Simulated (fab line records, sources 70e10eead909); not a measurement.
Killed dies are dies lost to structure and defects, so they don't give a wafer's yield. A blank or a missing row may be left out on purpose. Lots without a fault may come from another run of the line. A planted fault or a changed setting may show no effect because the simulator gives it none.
Which tool did it? | flow nand_harc | 13 lots, 39 wafers sampled, at 5 steps of a route of 1302

WHAT THE GAUGES READ, wafer by wafer
NHARC_END_SORT_01. Usual: killed_at_array 56, standard deviation 20; killed_at_other 1, standard deviation 1.3; killed_at_periphery 3.5, standard deviation 2.7; killed_dies 60, standard deviation 20; killed_open 3.3, standard deviation 1.6; killed_short 2.4, standard deviation 1.5.
lot  | measured     | on        | killed_at_array | killed_at_other | killed_at_periphery | killed_dies | killed_open | killed_short | flag
L911 | day 26 19:40 | prober-01 | 671 671 675     | 0 1 0           | 6 5 2               | 677 677 677 | 4 5 3       | 0 3 6        | OFF
L912 | day 27 01:59 | prober-02 | 672 670 672     | 0 2 1           | 5 5 4               | 677 677 677 | 5 4 4       | 1 4 0        | OFF
L913 | day 27 09:34 | prober-01 | 676 669 673     | 1 6 1           | 0 2 3               | 677 677 677 | 3 2 4       | 4 3 1        | OFF

WHICH TOOL RAN EACH LOT (tool, then ch and the chambers of the sampled wafers, then the start)
lot  | NHARC_A_CONTACT_ETCH_118             | NHARC_A_CONTACT_ETCH_121             | NHARC_A_CONTACT_ETCH_122             | NHARC_A_CONTACT_ETCH_123
L907 | har_cap_etch-03 ch 0,1, day 22 08:49 | har_cap_etch-03 ch 0,1, day 22 09:19 | har_cap_etch-03 ch 0,1, day 22 09:30 | har_cap_etch-03 ch 0,1, day 22 09:44
L910 | har_cap_etch-01 ch 0,1, day 23 16:11 | har_cap_etch-01 ch 0,1, day 23 16:42 | har_cap_etch-01 ch 0,1, day 23 16:52 | har_cap_etch-01 ch 0,1, day 23 17:06
L911 | har_cap_etch-02 ch 0, day 23 19:04   | har_cap_etch-02 ch 0, day 23 19:35   | har_cap_etch-02 ch 0, day 23 19:46   | har_cap_etch-02 ch 0, day 23 19:59
L912 | har_cap_etch-02 ch 0,1, day 24 04:45 | har_cap_etch-02 ch 0,1, day 24 05:16 | har_cap_etch-02 ch 0,1, day 24 05:26 | har_cap_etch-02 ch 0,1, day 24 05:39
L913 | har_cap_etch-03 ch 0,1, day 24 06:14 | har_cap_etch-03 ch 0,1, day 24 06:45 | har_cap_etch-03 ch 0,1, day 24 06:55 | har_cap_etch-03 ch 0,1, day 24 07:13
L920 | har_cap_etch-03 ch 0,1, day 27 15:32 | har_cap_etch-03 ch 0,1, day 27 16:02 | har_cap_etch-03 ch 0,1, day 27 16:12 | har_cap_etch-03 ch 0,1, day 27 16:23
L919 | har_cap_etch-02 ch 0, day 27 21:47   | har_cap_etch-02 ch 0, day 27 22:17   | har_cap_etch-02 ch 0, day 27 22:28   | har_cap_etch-02 ch 0, day 27 22:41
L921 | har_cap_etch-03 ch 0,1, day 28 03:40 | har_cap_etch-03 ch 0,1, day 28 04:11 | har_cap_etch-03 ch 0,1, day 28 04:21 | har_cap_etch-03 ch 0,1, day 28 04:35
L922 | har_cap_etch-02 ch 0,1, day 28 07:49 | har_cap_etch-02 ch 0,1, day 28 08:20 | har_cap_etch-02 ch 0,1, day 28 08:30 | har_cap_etch-02 ch 0,1, day 28 08:40
L923 | har_cap_etch-03 ch 0,1, day 28 13:09 | har_cap_etch-03 ch 0,1, day 28 13:40 | har_cap_etch-03 ch 0,1, day 28 13:50 | har_cap_etch-03 ch 0,1, day 28 14:01
L924 | har_cap_etch-02 ch 0,1, day 29 11:40 | har_cap_etch-02 ch 0,1, day 29 12:11 | har_cap_etch-02 ch 0,1, day 29 12:21 | har_cap_etch-02 ch 0,1, day 29 12:31
L925 | har_cap_etch-03 ch 0, day 29 12:26   | har_cap_etch-03 ch 0, day 29 12:57   | har_cap_etch-03 ch 0, day 29 13:07   | har_cap_etch-03 ch 0, day 29 13:21
L926 | har_cap_etch-02 ch 0,1, day 30 08:34 | har_cap_etch-02 ch 0,1, day 30 09:04 | har_cap_etch-02 ch 0,1, day 30 09:14 | har_cap_etch-02 ch 0,1, day 30 09:28
- NHARC_A_CONTACT_ETCH_118: etches the open film in C4F8/O2/Ar, time 190 s, target depth 1850 nm.
- NHARC_A_CONTACT_ETCH_121: etches the open film in C4F8/O2/Ar, time 190 s, target depth 1850 nm.
- NHARC_A_CONTACT_ETCH_122: etches the open film in C4F8/O2/Ar, time 190 s, target depth 1850 nm.
- NHARC_A_CONTACT_ETCH_123: etches the open film in C4F8/O2/Ar, time 490 s, target depth 2110 nm.

WHAT THE TOOLS THEMSELVES READ (means of the sampled wafers that have a number; where no wafer has one, the mark that the record gives instead)
NHARC_A_CONTACT_ETCH_118. Usual: chamber_pressure_mTorr 19.999 mTorr, standard deviation 0.019; oes_air_line_au 1.002 a.u., standard deviation 0.02.
lot  | tool            | chamber_pressure_mTorr (mTorr) | oes_air_line_au (a.u.) | flag
L907 | har_cap_etch-03 | 19.995                         | 1.003                  |
L910 | har_cap_etch-01 | 19.974                         | 0.988                  |
L911 | har_cap_etch-02 | 20.011                         | 0.983                  |
L912 | har_cap_etch-02 | 20.009                         | 1.004                  |
L913 | har_cap_etch-03 | 19.980                         | 1.001                  |
L920 | har_cap_etch-03 | 20.014                         | 0.993                  |
L919 | har_cap_etch-02 | 19.992                         | 0.984                  |
L921 | har_cap_etch-03 | 20.007                         | 0.996                  |
L922 | har_cap_etch-02 | 19.991                         | 1.017                  |
L923 | har_cap_etch-03 | 20.010                         | 1.013                  |
L924 | har_cap_etch-02 | 20.006                         | 0.976                  |
L925 | har_cap_etch-03 | 19.985                         | 1.008                  |
L926 | har_cap_etch-02 | 20.006                         | 1.010                  |

NHARC_A_CONTACT_ETCH_121. Usual: chamber_pressure_mTorr 20.000 mTorr, standard deviation 0.019; oes_air_line_au 1.001 a.u., standard deviation 0.018.
lot  | tool            | chamber_pressure_mTorr (mTorr) | oes_air_line_au (a.u.) | flag
L907 | har_cap_etch-03 | 19.979                         | 1.009                  |
L910 | har_cap_etch-01 | 20.000                         | 0.991                  |
L911 | har_cap_etch-02 | -                              | -                      | OFF
L912 | har_cap_etch-02 | -                              | -                      | OFF
L913 | har_cap_etch-03 | -                              | -                      | OFF
L920 | har_cap_etch-03 | 20.000                         | 0.983                  |
L919 | har_cap_etch-02 | 20.003                         | 1.011                  |
L921 | har_cap_etch-03 | 19.989                         | 0.979                  |
L922 | har_cap_etch-02 | 19.983                         | 0.998                  |
L923 | har_cap_etch-03 | 19.993                         | 1.006                  |
L924 | har_cap_etch-02 | 20.001                         | 0.993                  |
L925 | har_cap_etch-03 | 20.003                         | 0.989                  |
L926 | har_cap_etch-02 | 19.990                         | 0.984                  |

NHARC_A_CONTACT_ETCH_122. Usual: chamber_pressure_mTorr 20.001 mTorr, standard deviation 0.019; oes_air_line_au 1.002 a.u., standard deviation 0.021.
lot  | tool            | chamber_pressure_mTorr (mTorr) | oes_air_line_au (a.u.) | flag
L907 | har_cap_etch-03 | 20.013                         | 1.008                  |
L910 | har_cap_etch-01 | 20.024                         | 0.982                  |
L911 | har_cap_etch-02 | 19.996                         | 1.009                  |
L912 | har_cap_etch-02 | 20.005                         | 1.000                  |
L913 | har_cap_etch-03 | 19.984                         | 1.003                  |
L920 | har_cap_etch-03 | 20.011                         | 1.028                  |
L919 | har_cap_etch-02 | 19.990                         | 1.001                  |
L921 | har_cap_etch-03 | 19.994                         | 1.021                  |
L922 | har_cap_etch-02 | 20.002                         | 0.989                  |
L923 | har_cap_etch-03 | 20.014                         | 1.006                  |
L924 | har_cap_etch-02 | 20.015                         | 1.016                  |
L925 | har_cap_etch-03 | 20.001                         | 1.000                  |
L926 | har_cap_etch-02 | 20.006                         | 0.999                  |

NHARC_A_CONTACT_ETCH_123. Usual: chamber_pressure_mTorr 20.000 mTorr, standard deviation 0.017; oes_air_line_au 0.998 a.u., standard deviation 0.022.
lot  | tool            | chamber_pressure_mTorr (mTorr) | oes_air_line_au (a.u.) | flag
L907 | har_cap_etch-03 | 20.008                         | 1.001                  |
L910 | har_cap_etch-01 | 20.011                         | 1.003                  |
L911 | har_cap_etch-02 | 20.000                         | 1.005                  |
L912 | har_cap_etch-02 | 20.006                         | 0.992                  |
L913 | har_cap_etch-03 | 20.000                         | 1.001                  |
L920 | har_cap_etch-03 | 19.987                         | 0.991                  |
L919 | har_cap_etch-02 | 19.975                         | 0.986                  |
L921 | har_cap_etch-03 | 20.001                         | 0.971                  |
L922 | har_cap_etch-02 | 19.993                         | 0.988                  |
L923 | har_cap_etch-03 | 20.016                         | 0.972                  |
L924 | har_cap_etch-02 | 19.974                         | 0.975                  |
L925 | har_cap_etch-03 | 19.999                         | 1.007                  |
L926 | har_cap_etch-02 | 20.011                         | 1.020                  |

THE ANSWER, worked out from the rows above alone
Rule: a lot is off if the mean of its wafers that have a number lies more than 3 standard deviations from the usual mean. A lot without any number at a reading at which 4 lots or more have one is off too. The other lots that the step has rows for count as sound. The gauges are gone through in route order, then the tools' own readings, and for those a lot's mean is taken as printed above. The first step at which some lot is off is used, and at that step the reading that is off furthest; a lot without a number counts as furthest.
Off: L911, L912, L913, at NHARC_END_SORT_01 (killed_dies). Neither off nor sound, because the step has no rows for them: L907, L910, L920, L919, L921, L922, L923, L924, L925, L926.
A tool fits if, at a process step before that reading, it ran every lot that is off, and no sound lot after the first of them. The gauges at NHARC_END_SORT_01 aren't tried: what is off there is off at NHARC_A_CONTACT_ETCH_121 too, on other tools, and a gauge's error can't cause that. None of those tried fits.

WHAT THE SIMULATOR HAD PUT IN
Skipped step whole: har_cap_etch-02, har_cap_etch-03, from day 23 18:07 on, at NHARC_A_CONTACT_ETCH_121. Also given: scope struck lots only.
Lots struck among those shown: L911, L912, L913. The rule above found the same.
